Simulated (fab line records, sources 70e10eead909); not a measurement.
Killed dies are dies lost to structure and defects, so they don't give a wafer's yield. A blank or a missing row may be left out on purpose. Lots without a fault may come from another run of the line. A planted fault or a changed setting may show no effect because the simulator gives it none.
Chamber matching | flow nand_harc | NHARC_A_DECK1_JOINT_CMP_13 on cmp-02: 4 sister chambers
The step polishes, target thk 51.023 nm. 8 wafers are shown with their chamber, then 7 later ones without.

WAFERS WITH THEIR CHAMBER
wafer  | chamber | motor_current_A (A) | time_to_endpoint_s (s)
L080.3 | 2       | 11.0                | 13
L080.5 | 1       | 13.8                | 9
L084.6 | 0       | 11.4                | 4
L087.1 | 1       | 14.2                | 11
L087.3 | 2       | 11.2                | 14
L087.4 | 3       | 12.7                | 11
L090.1 | 3       | 12.9                | 12
L090.2 | 0       | 12.8                | 8

WAFERS WITHOUT THEIR CHAMBER
wafer  | motor_current_A (A) | time_to_endpoint_s (s)
L090.5 | 13.2                | 10
L097.1 | 11.0                | 14
L097.2 | 13.9                | 9
L097.3 | 11.4                | 8
L097.4 | 12.7                | 13
L097.5 | 10.7                | 15
L097.6 | 13.3                | 10

WHICH CHAMBER EACH WENT THROUGH
wafer  | from the rows above          | in truth
L090.5 | can't be placed: 3 or 1      | 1
L097.1 | 2                            | 2
L097.2 | can't be placed: 1 or 3      | 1
L097.3 | can't be placed: 0 or 2 or 3 | 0
L097.4 | 3                            | 3
L097.5 | 2                            | 2
L097.6 | can't be placed: 3 or 1      | 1
Placed correctly: 3 of 7. Can't be placed from these rows: 4 (the true chamber is among the candidates in 4). Placed wrongly: 0.
How it was worked out, from the rows above alone: a wafer's distance from a chamber is the root of the sum, over the readings, of the square of ((its reading less the chamber's mean) divided by the reading's scatter). The wafer belongs to the nearest chamber; if the next one is less than 2 further off, it can't be placed. A chamber's mean is the mean of its shown wafers. The scatter: the root of (the sum of the squares of (reading less its chamber's mean) over the shown wafers, divided by (wafers less chambers)).
